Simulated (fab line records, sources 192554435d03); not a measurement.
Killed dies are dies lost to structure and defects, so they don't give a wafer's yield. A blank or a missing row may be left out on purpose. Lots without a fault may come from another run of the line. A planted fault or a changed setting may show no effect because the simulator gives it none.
fab line records | flow n5_finfet
record lots=13 wafers=39 last_day=19
route steps=1938 shown DUMMY_GATE@249 SD_EPI_N@270 BEOL_M4@1111
lots that met no fault: from a run of the same line without faults
start_h: hours from the record's first day to the start of the lot's first wafer shown | wait_h: hours since the lot's step before | " the same as in the row above | L1.1+2: a row that stands for several wafers | - no value, or no start given | * or withheld: withheld | < > ~ a bound
route shown NAME@n: a module of which the file shows steps, and the number in the route of the first | usual: mean/standard deviation of fault-free wafers | same: alike in all rows | chamber/n: place in a boat | sites: the reading at each site | _std_site: their standard deviation | _edge_site: outer sites' mean less inner sites' | radius_mm: how far each site lies from the wafer's centre | mask NAME#n: copy n | behind: the tool/chamber that last shaped the wafer | hold: why the lot was held/for how many hours/how that ended | device: the transistor (n, p or np) that didn't switch | end of line: the same wafers' tests at the end of the route | a step without rows: its recipe alone | killed: dies lost to structure and defects at the first sort, not the wafer's yield | map: a wafer's dies, x killed, . not, _ none there
set.NAME: the setting as run; set.NAME@STEP: as run at that earlier step | model.NAME: the simulator's own value behind a step, which no gauge read
steps of the route over a sample of lots; a table a step, a row a wafer
services: from which hour (start_h, from the record's first day; less than 0 if before it) a tool's chamber was out of use, for how many hours, and why
## steps
# step N5_DUMMY_GATE_CD_MEAS_24
# recipe target_cd_nm=15
# usual cd_nm=15.1/0.41
# columns lot.wafer tool chamber start_h wait_h cd_nm
L260.1 cd_sem-03 - 59.52 0.1 14.9
L260.4 " - " " 15.2
L260.6 " - " " 15.2
L261.1 cd_sem-03 - 63.61 0.1 15.3
L261.2 " - " " 14.7
L261.6 " - " " 15.1
L262.3 cd_sem-01 - 63.89 0.1 15.1
L262.4 " - " " 14.3
L262.6 " - " " 14.6
L264.2 cd_sem-01 - 71.04 0.1 14.6
L264.3 " - " " 14.8
L264.6 " - " " 15.6
L263.4 cd_sem-03 - 75.05 0.1 15.4
L263.5 " - " " 14.9
L263.6 " - " " 14.7
L266.2 cd_sem-01 - 83.05 0.1 15.4
L266.4 " - " " 15.0
L266.5 " - " " 14.7
L265.1 cd_sem-02 - 84.75 0.1 15.0
L265.4 " - " " 16.0
L265.6 " - " " 15.3
L267.1 cd_sem-02 - 91.20 0.1 15.0
L267.2 " - " " 15.0
L267.6 " - " " 15.2
L268.1 cd_sem-02 - 97.64 0.1 15.8
L268.3 " - " " 15.4
L268.4 " - " " 14.9
L275.2 cd_sem-02 - 143.63 0.1 15.2
L275.3 " - " " 14.9
L275.5 " - " " 15.5
L279.2 cd_sem-01 - 165.46 0.1 15.9
L279.4 " - " " 15.7
L279.6 " - " " 15.4
L281.2 cd_sem-03 - 175.94 0.1 15.3
L281.5 " - " " 15.0
L281.6 " - " " 15.5
L282.2 cd_sem-01 - 181.29 0.1 14.9
L282.5 " - " " 15.6
L282.6 " - " " 15.6
# step N5_SD_EPI_N_CD_MEAS_09
# recipe target_cd_nm=120 landing_energy_ev=500 detector=se_inlens
# usual cd_nm=120.1/0.65
# columns lot.wafer tool chamber start_h wait_h cd_nm
L260.1 cd_sem-02 0 60.69 - 121.1
L260.4 " 0 " " 120.3
L260.6 " 0 " " 119.8
L261.1 cd_sem-01 0 64.89 - 120.7
L261.2 " 0 " " 119.8
L261.6 " 0 " " 119.9
L262.3 cd_sem-02 0 65.06 - 120.3
L262.4 " 0 " " 121.4
L262.6 " 0 " " 121.2
L264.2 cd_sem-01 0 72.33 - 119.6
L264.3 " 0 " " 121.1
L264.6 " 0 " " 120.0
L263.4 cd_sem-01 0 76.33 - 121.2
L263.5 " 0 " " 120.1
L263.6 " 0 " " 120.4
L266.2 cd_sem-01 0 84.23 - 120.4
L266.4 " 0 " " 120.2
L266.5 " 0 " " 121.2
L265.1 cd_sem-02 0 86.02 - 120.6
L265.4 " 0 " " 119.8
L265.6 " 0 " " 119.9
L267.1 cd_sem-01 0 92.50 - 121.2
L267.2 " 0 " " 119.7
L267.6 " 0 " " 120.0
L268.1 cd_sem-01 0 100.36 - 120.6
L268.3 " 0 " " 120.6
L268.4 " 0 " " 122.1
L275.2 cd_sem-01 0 145.00 - 119.9
L275.3 " 0 " " 120.8
L275.5 " 0 " " 120.9
L279.2 cd_sem-02 0 167.41 - 119.6
L279.4 " 0 " " 120.5
L279.6 " 0 " " 118.5
L281.2 cd_sem-03 0 177.23 - 120.0
L281.5 " 0 " " 120.1
L281.6 " 0 " " 120.2
L282.2 cd_sem-01 0 182.58 - 120.1
L282.5 " 0 " " 119.9
L282.6 " 0 " " 119.5
# step N5_SD_EPI_N_ETCH_35
# recipe chemistry=N2/H2 target=SOC overetch_a=1080 mask_material=SiARC temp_c=40 ion_energy_ev=100 source_w=3000 bias_w=133 pressure_mtorr=20 time_s=486 n2_flow_sccm=200 h2_flow_sccm=200
# usual drypump_motor_current_A=5.8/0.47 oes_product_au=0.71/0.077 rf_vpp_V=240.6/1.4 showerhead_plenum_p_Torr=2.53/0.094 throttle_valve_pct=23.69/0.27
# columns lot.wafer tool chamber start_h wait_h drypump_motor_current_A oes_product_au rf_hours_counter_h rf_vpp_V showerhead_plenum_p_Torr throttle_valve_pct
L260.1 rie_diel-05 1 60.87 0.0 6.2 0.62 238 240.8 2.49 23.73
L260.4 " 1 " " 6.2 0.62 - 239.8 2.49 23.72
L260.6 " 3 " " 5.6 0.61 - 241.0 2.49 23.52
L261.1 rie_diel-01 0 65.07 0.0 6.2 0.73 104 239.8 2.45 23.65
L261.2 " 2 " " 5.4 0.66 164 242.5 2.64 23.79
L261.6 " 2 " " 5.4 0.66 - 243.8 2.64 23.78
L262.3 rie_diel-05 0 65.26 0.0 5.3 0.84 6 241.5 2.59 23.65
L262.4 " 3 " " 5.6 0.61 244 239.9 2.49 23.53
L262.6 " 1 " " 6.2 0.62 - 240.4 2.49 23.71
L264.2 rie_diel-05 1 72.51 0.0 6.2 0.62 241 240.0 2.49 23.73
L264.3 " 2 " " 5.6 0.70 149 241.8 2.66 23.88
L264.6 " 3 " " 5.6 0.61 - 240.0 2.49 23.52
L263.4 rie_diel-05 2 76.50 0.0 5.6 0.69 151 242.2 2.65 23.87
L263.5 " 1 " " 6.2 0.62 - 240.5 2.48 23.72
L263.6 " 0 " " 5.4 0.83 - 240.7 2.59 23.65
L266.2 rie_diel-01 1 85.09 0.0 6.5 0.80 15 240.9 2.51 23.60
L266.4 " 0 " " 6.2 0.72 110 239.3 2.44 23.67
L266.5 " 0 " " 6.2 0.72 - 239.7 2.44 23.66
L265.1 rie_diel-05 2 86.20 0.0 5.6 0.69 155 241.5 2.65 23.87
L265.4 " 2 " " 5.6 0.69 - 240.3 2.65 23.89
L265.6 " 3 " " 5.6 0.60 - 240.9 2.49 23.56
L267.1 rie_diel-05 2 92.77 0.1 5.7 0.69 160 242.5 2.65 23.87
L267.2 " 3 " " 5.6 0.60 257 239.3 2.49 23.55
L267.6 " 2 " " 5.6 0.69 - 241.7 2.65 23.87
L268.1 rie_diel-05 0 100.58 0.1 5.4 0.81 20 242.0 2.59 23.69
L268.3 " 0 " " 5.4 0.81 - 239.5 2.59 23.69
L268.4 " 3 " " 5.5 0.60 - 239.3 2.49 23.54
L275.2 rie_diel-01 3 145.17 0.0 5.1 0.69 152 237.4 2.32 23.21
L275.3 " 0 " " 6.2 0.71 133 239.7 2.43 23.69
L275.5 " 3 " " 5.1 0.69 - 237.3 2.32 23.21
L279.2 rie_diel-03 0 167.59 0.0 6.0 0.75 68 239.9 2.47 24.19
L279.4 " 2 " " 6.7 0.75 54 241.2 2.58 23.75
L279.6 " 1 " " 6.5 0.78 - 241.9 2.59 23.53
L281.2 rie_diel-03 0 177.40 0.0 6.0 0.74 71 241.0 2.47 24.21
L281.5 " 2 " " 6.7 0.75 - 242.2 2.58 23.76
L281.6 " 3 " " 5.6 0.61 - 241.1 2.61 24.38
L282.2 rie_diel-05 1 182.89 0.0 6.2 0.82 21 239.0 2.47 23.44
L282.5 " 0 " " 5.4 0.75 - 241.7 2.57 23.72
L282.6 " 1 " " 6.2 0.82 - 241.0 2.47 23.45
# step N5_SD_EPI_N_ETCHBACK_44
# recipe chemistry=CH3F/O2 mode=anisotropic_etchback target=SiNx target_depth_a=145 stop_on=SiO2 over_etch_frac=0.3 ion_energy_ev=120 pressure_mtorr=30 source_w=395 bias_w=73 Ar_flow_sccm=150 CH3F_flow_sccm=30 O2_flow_sccm=20
# usual CH3F_flow_sccm=29.98/0.082 drypump_motor_current_A=5.8/0.47 oes_f_703_au=0.81/0.09 oes_product_au=0.68/0.072 rf_vpp_V=295/4.8 showerhead_plenum_p_Torr=2.00/0.073 throttle_valve_pct=16.32/0.21
# columns lot.wafer tool chamber start_h wait_h CH3F_flow_sccm drypump_motor_current_A oes_f_703_au oes_product_au rf_hours_counter_h rf_vpp_V showerhead_plenum_p_Torr throttle_valve_pct
L260.1 rie_diel-05 1 61.19 0.0 30.07 6.2 0.68 0.60 238 296 1.97 16.57
L260.4 " 1 " " 30.04 6.2 0.68 0.59 - 296 1.97 16.55
L260.6 " 3 " " 30.04 5.5 0.70 0.59 - 296 1.98 16.39
L261.1 rie_diel-01 0 65.40 0.0 29.93 6.2 0.79 0.69 104 290 1.93 16.38
L261.2 " 2 " " 29.92 5.5 0.73 0.64 164 305 2.08 16.41
L261.6 " 2 " " 30.10 5.4 0.73 0.64 - 304 2.08 16.42
L262.3 rie_diel-05 0 65.59 0.0 30.07 5.4 0.96 0.80 6 291 2.06 16.18
L262.4 " 3 " " 30.05 5.6 0.70 0.58 244 297 1.98 16.40
L262.6 " 1 " " 30.03 6.2 0.68 0.59 - 295 1.97 16.56
L264.2 rie_diel-05 1 72.84 0.0 30.12 6.2 0.68 0.60 241 296 1.97 16.57
L264.3 " 2 " " 29.77 5.6 0.82 0.66 150 298 2.08 16.38
L264.6 " 3 " " 29.97 5.6 0.70 0.59 - 296 1.98 16.41
L263.4 rie_diel-05 2 76.83 0.0 29.97 5.6 0.81 0.66 151 297 2.08 16.40
L263.5 " 1 " " 29.85 6.1 0.68 0.59 - 297 1.97 16.55
L263.6 " 0 " " 30.00 5.4 0.94 0.79 - 291 2.06 16.20
L266.2 rie_diel-01 1 85.41 0.0 30.05 6.4 0.92 0.76 15 290 1.96 15.88
L266.4 " 0 " " 30.03 6.2 0.79 0.69 110 289 1.93 16.40
L266.5 " 0 " " 29.89 6.2 0.79 0.69 - 288 1.93 16.39
L265.1 rie_diel-05 2 86.53 0.0 29.92 5.6 0.80 0.66 156 297 2.08 16.40
L265.4 " 2 " " 29.95 5.6 0.81 0.66 - 297 2.08 16.40
L265.6 " 3 " " 29.92 5.5 0.69 0.58 - 295 1.98 16.43
L267.1 rie_diel-05 2 93.25 0.0 29.86 5.6 0.80 0.65 161 297 2.08 16.40
L267.2 " 3 " " 29.99 5.5 0.69 0.57 257 295 1.98 16.42
L267.6 " 2 " " 29.85 5.6 0.80 0.65 - 298 2.08 16.40
L268.1 rie_diel-05 0 101.07 0.0 30.05 5.3 0.92 0.77 20 291 2.06 16.23
L268.3 " 0 " " 30.11 5.3 0.91 0.77 - 292 2.06 16.23
L268.4 " 3 " " 29.92 5.5 0.69 0.57 - 296 1.98 16.43
L275.2 rie_diel-01 3 145.50 0.0 30.02 5.1 0.78 0.64 152 294 1.83 16.15
L275.3 " 0 " " 30.03 6.2 0.76 0.67 133 287 1.92 16.44
L275.5 " 3 " " 29.91 5.1 0.79 0.64 - 296 1.83 16.14
L279.2 rie_diel-03 0 167.91 0.0 29.96 6.0 0.84 0.71 69 297 1.94 16.35
L279.4 " 2 " " 29.96 6.7 0.89 0.72 54 289 2.04 16.48
L279.6 " 1 " " 30.01 6.5 0.89 0.75 - 292 2.04 16.11
L281.2 rie_diel-03 0 177.73 0.0 29.98 6.0 0.83 0.72 71 297 1.94 16.34
L281.5 " 2 " " 29.93 6.7 0.87 0.71 - 287 2.04 16.51
L281.6 " 3 " " 30.00 5.6 0.69 0.60 - 303 2.06 16.91
L282.2 rie_diel-05 1 183.22 0.0 29.96 6.2 0.90 0.78 21 296 1.96 16.15
L282.5 " 0 " " 30.05 5.4 0.85 0.71 - 290 2.05 16.28
L282.6 " 1 " " 29.99 6.2 0.90 0.78 - 296 1.96 16.14
# step N5_SD_EPI_N_ETCH_45
# recipe chemistry=CH3F/O2 target=SiOCN target_depth_a=60 mask_material=SOC ion_energy_ev=60 bias_w=29 pressure_mtorr=15 source_w=410 Ar_flow_sccm=150 CH3F_flow_sccm=30 O2_flow_sccm=20
# usual CH3F_flow_sccm=30.00/0.098 drypump_motor_current_A=5.8/0.47 oes_product_au=0.80/0.087 rf_vpp_V=127.5/1.1 showerhead_plenum_p_Torr=1.99/0.074 throttle_valve_pct=23.28/0.21
# columns lot.wafer tool chamber start_h wait_h CH3F_flow_sccm drypump_motor_current_A oes_product_au rf_hours_counter_h rf_vpp_V showerhead_plenum_p_Torr throttle_valve_pct
L260.1 rie_diel-05 1 61.29 0.1 30.01 6.2 0.69 238 126.2 1.97 23.38
L260.4 " 1 " " 30.12 6.2 0.68 - 126.7 1.97 23.38
L260.6 " 3 " " 30.06 5.5 0.69 - 127.6 1.98 23.25
L261.1 rie_diel-01 0 65.50 0.1 29.94 6.2 0.79 104 126.7 1.92 23.40
L261.2 " 2 " " 29.95 5.4 0.74 164 127.5 2.07 23.34
L261.6 " 2 " " 30.05 5.4 0.74 - 129.4 2.07 23.34
L262.3 rie_diel-05 0 65.69 0.1 30.08 5.4 0.94 6 128.7 2.06 23.29
L262.4 " 3 " " 29.95 5.5 0.68 244 127.4 1.98 23.26
L262.6 " 1 " " 29.86 6.2 0.68 - 126.8 1.97 23.40
L264.2 rie_diel-05 1 72.94 0.1 30.03 6.2 0.68 241 128.1 1.97 23.39
L264.3 " 2 " " 30.09 5.6 0.79 150 128.0 2.07 23.29
L264.6 " 3 " " 30.13 5.5 0.69 - 127.2 1.98 23.25
L263.4 rie_diel-05 2 76.93 0.1 30.03 5.6 0.79 151 127.2 2.07 23.30
L263.5 " 1 " " 29.76 6.2 0.68 - 127.6 1.97 23.39
L263.6 " 0 " " 30.16 5.4 0.93 - 128.7 2.06 23.28
L266.2 rie_diel-01 1 85.51 0.1 29.96 6.5 0.90 15 125.0 1.96 22.89
L266.4 " 0 " " 30.12 6.2 0.80 110 125.9 1.92 23.39
L266.5 " 0 " " 30.04 6.2 0.80 - 126.3 1.92 23.41
L265.1 rie_diel-05 2 86.63 0.1 29.80 5.6 0.79 156 128.5 2.07 23.30
L265.4 " 2 " " 30.07 5.6 0.79 - 128.7 2.07 23.28
L265.6 " 3 " " 29.99 5.6 0.68 - 127.2 1.97 23.27
L267.1 rie_diel-05 2 93.40 0.1 30.08 5.6 0.78 161 128.3 2.07 23.29
L267.2 " 3 " " 30.07 5.5 0.67 257 126.9 1.97 23.28
L267.6 " 2 " " 30.02 5.6 0.78 - 130.3 2.07 23.28
L268.1 rie_diel-05 3 101.22 0.1 30.08 5.5 0.67 260 126.2 1.97 23.27
L268.3 " 3 " " 29.85 5.5 0.67 - 128.7 1.97 23.26
L268.4 " 0 " " 29.99 5.4 0.90 - 128.5 2.05 23.32
L275.2 rie_diel-01 3 145.60 0.1 30.05 5.1 0.32 152 126.6 1.82 22.95
L275.3 " 0 " " 30.07 6.2 0.78 133 127.4 1.91 23.42
L275.5 " 3 " " 30.04 5.1 0.32 - 126.7 1.82 22.94
L279.2 rie_diel-03 0 168.01 0.1 30.09 6.0 0.83 69 126.7 1.94 23.39
L279.4 " 2 " " 30.04 6.7 0.85 54 128.0 2.04 23.53
L279.6 " 1 " " 29.99 6.5 0.86 - 127.2 2.03 23.07
L281.2 rie_diel-03 0 177.83 0.1 29.92 6.0 0.83 71 128.0 1.94 23.40
L281.5 " 2 " " 30.00 6.7 0.84 - 127.9 2.03 23.54
L281.6 " 3 " " 30.30 5.6 0.69 - 128.1 2.05 23.89
L282.2 rie_diel-05 1 183.32 0.1 30.02 6.2 0.93 21 128.1 1.96 23.13
L282.5 " 0 " " 30.04 5.3 0.84 - 128.9 2.04 23.37
L282.6 " 1 " " 30.02 6.1 0.92 - 127.4 1.96 23.12
# step N5_SD_EPI_N_EPI_MEAS_23
# recipe mode=xrd
# usual thk_nm=58.9/1.1
# columns lot.wafer tool chamber start_h wait_h thk_nm
L260.1 film_metro-01 - 64.16 1.4 56.8
L260.4 " - " " 60.4
L260.6 " - " " 58.1
L261.1 film_metro-02 - 68.37 1.4 58.2
L261.2 " - " " 58.0
L261.6 " - " " 59.3
L262.3 film_metro-02 - 68.57 0.9 56.8
L262.4 " - " " 57.1
L262.6 " - " " 60.5
L264.2 film_metro-01 - 75.81 1.2 60.2
L264.3 " - " " 59.9
L264.6 " - " " 59.0
L263.4 film_metro-01 - 79.81 0.6 56.5
L263.5 " - " " 58.8
L263.6 " - " " 59.3
L266.2 film_metro-01 - 88.40 1.2 61.1
L266.4 " - " " 57.8
L266.5 " - " " 58.7
L265.1 film_metro-02 - 89.50 1.4 57.4
L265.4 " - " " 58.5
L265.6 " - " " 57.0
L267.1 film_metro-01 - 96.35 1.4 59.8
L267.2 " - " " 59.5
L267.6 " - " " 60.2
L268.1 film_metro-01 - 104.24 1.4 57.6
L268.3 " - " " 58.9
L268.4 " - " " 59.7
L275.2 film_metro-01 - 149.27 1.5 0.5
L275.3 " - " " 58.0
L275.5 " - " " 2.6
L279.2 film_metro-01 - 171.63 1.5 57.9
L279.4 " - " " 59.6
L279.6 " - " " 58.4
L281.2 film_metro-02 - 180.71 1.2 59.2
L281.5 " - " " 59.5
L281.6 " - " " 57.8
L282.2 film_metro-01 - 186.23 1.2 56.7
L282.5 " - " " 58.8
L282.6 " - " " 58.4
# step N5_BEOL_M4_RC_MEAS_101
# usual DIBL_N=36.0/1.7 DIBL_P=36.2/1.9 IOFF_N=0.154/0.028 IOFF_P=0.21/0.036 ION_N=675/11 ION_P=463/8.3 SS_N=71.4/0.63 SS_P=73.2/0.55 VT_N=250.2/3 VT_P=-251/3.7
# columns lot.wafer tool chamber start_h wait_h DIBL_N[mV/V] DIBL_P[mV/V] IOFF_N[nA/um] IOFF_P[nA/um] ION_N[uA/um] ION_P[uA/um] SS_N[mV/dec] SS_P[mV/dec] VT_N[mV] VT_P[mV]
L260.1 prober-02 0 192.80 0.0 37.5 37.4 0.178 0.29 673 469 71.7 73.6 248.0 -242
L260.4 " 0 " " 34.2 33.4 0.133 0.23 672 475 70.0 73.3 251.1 -245
L260.6 " 0 " " 36.4 35.8 0.157 0.26 666 468 71.2 73.5 253.0 -243
L261.1 prober-01 0 197.44 0.0 35.0 33.2 0.116 0.17 670 455 71.2 73.0 252.2 -252
L261.2 " 0 " " 38.3 38.5 0.186 0.26 688 474 72.9 73.9 245.6 -247
L261.6 " 0 " " 39.0 38.7 0.196 0.26 700 477 72.4 73.9 245.2 -246
L264.2 prober-02 0 239.69 0.2 37.7 38.6 0.180 0.23 685 477 71.5 73.7 249.5 -247
L264.3 " 0 " " 38.0 38.8 0.185 0.23 679 467 72.4 73.4 246.9 -248
L264.6 " 0 " " 34.4 34.9 0.128 0.17 671 462 71.1 72.3 252.7 -250
L263.4 prober-02 0 244.44 0.5 32.7 32.2 0.103 0.16 668 463 70.7 72.2 255.7 -256
L263.5 " 0 " " 35.9 34.8 0.140 0.19 672 457 70.7 73.0 251.5 -255
L263.6 " 0 " " 36.7 36.0 0.152 0.20 678 458 70.6 73.6 250.0 -251
L265.1 prober-01 0 262.57 0.0 38.5 40.8 0.191 0.23 689 469 71.7 73.7 247.8 -248
L265.4 " 0 " " 34.9 36.2 0.124 0.17 654 455 71.2 73.0 255.7 -254
L265.6 " 0 " " 37.2 39.1 0.178 0.20 700 465 71.2 74.1 246.3 -252
L266.2 prober-02 0 264.84 0.2 34.7 35.6 0.134 0.18 666 460 71.4 72.7 252.2 -252
L266.4 " 0 " " 35.7 36.4 0.155 0.20 679 461 71.4 72.8 248.9 -251
L266.5 " 0 " " 35.7 36.5 0.146 0.19 674 465 71.2 72.5 249.6 -251
L267.1 prober-01 0 269.35 0.0 36.9 37.4 0.154 0.20 673 455 71.7 73.4 252.1 -252
L267.2 " 0 " " 35.5 35.5 0.126 0.18 660 455 72.1 72.6 252.8 -252
L267.6 " 0 " " 36.7 36.4 0.142 0.18 670 455 71.4 73.1 250.3 -254
L268.1 prober-01 0 276.31 0.0 32.5 32.9 0.102 0.15 657 452 70.8 71.7 255.7 -254
L268.3 " 0 " " 35.8 37.7 0.158 0.21 673 465 71.1 73.0 249.3 -248
L268.4 " 0 " " 33.1 34.8 0.113 0.17 662 463 70.6 72.3 252.1 -254
L262.3 prober-01 0 307.21 0.3 34.5 35.1 0.143 0.19 664 458 71.8 73.2 250.0 -254
L262.4 " 0 " " 36.8 38.3 0.181 0.23 683 470 71.7 74.0 249.0 -251
L262.6 " 0 " " 37.0 39.3 0.202 0.26 688 469 72.3 73.5 244.7 -247
L275.3 prober-02 0 310.20 0.3 36.9 37.0 0.160 0.25 669 465 71.2 73.9 245.8 -246
L279.2 prober-01 0 340.00 0.2 35.2 32.4 0.128 0.17 662 459 70.8 72.1 256.1 -253
L279.4 " 0 " " 33.8 32.5 0.107 0.17 669 462 70.2 72.8 258.0 -255
L279.6 " 0 " " 36.6 35.7 0.150 0.22 673 466 71.1 72.9 251.3 -248
L281.2 prober-02 0 342.68 0.2 37.4 39.0 0.203 0.29 690 476 71.6 74.1 243.0 -243
L281.5 " 0 " " 37.1 37.7 0.182 0.27 676 471 71.2 73.0 246.8 -244
L281.6 " 0 " " 34.3 34.6 0.134 0.21 668 466 70.7 72.8 252.2 -243
L282.2 prober-01 0 344.31 0.2 36.7 35.6 0.158 0.24 666 465 71.5 73.4 252.7 -247
L282.5 " 0 " " 37.2 37.2 0.174 0.26 677 471 71.2 73.7 247.7 -243
L282.6 " 0 " " 36.0 34.8 0.164 0.23 686 477 71.5 73.0 248.4 -247
## services
# columns tool chamber start_h hours kind
rie_diel-03 1 42.06 - clean
rie_diel-03 1 42.06 - consumable_replace:focus_ring
rie_diel-03 1 42.06 20.8 scheduled_down
rie_diel-03 1 42.06 20.8 vent_cycle
rie_diel-05 2 60.15 2.0 repair
rie_diel-05 1 84.10 21.9 repair
rie_diel-05 3 96.30 1.8 repair
rie_diel-05 2 100.11 16.3 repair
rie_diel-05 1 116.46 - clean
rie_diel-05 1 116.46 - consumable_replace:focus_ring
rie_diel-05 3 119.45 6.4 repair
rie_diel-05 3 134.83 - clean
rie_diel-05 3 134.83 - consumable_replace:focus_ring
rie_diel-05 3 134.83 29.9 scheduled_down
rie_diel-05 3 134.83 29.9 vent_cycle
rie_diel-03 2 157.49 2.7 repair
## key
first_sign step=N5_SD_EPI_N_ETCH_45 reading=oes_product_au direction=down sigmas=5.5 usual=0.80 struck=0.32
effect step=N5_SD_EPI_N_EPI_MEAS_23 reading=thk_nm direction=down sigmas=51 usual=* struck=*
met_at N5_SD_EPI_N_ETCHBACK_44
struck_lots L275
struck_wafers L275.2,L275.5
later_rows_left_out L275.2,L275.5
sort_left_out L275.2,L275.5
not_acting_at N5_DUMMY_GATE_CD_MEAS_24,N5_SD_EPI_N_CD_MEAS_09,N5_SD_EPI_N_ETCH_35
fault kind=process_parameter_drift tool=rie_diel-01 chamber=3 onset_h=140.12 steps=N5_SD_EPI_N_ETCHBACK_44 channel=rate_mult offset=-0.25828 shape=step end_h=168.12
# sort_left_out: the simulated sort isn't trusted on such a fault, so these wafers' sort isn't shown, and their yield isn't known
# later_rows_left_out: the simulator's readings of these wafers behind a module that went badly wrong aren't trusted and aren't shown, but for the sort
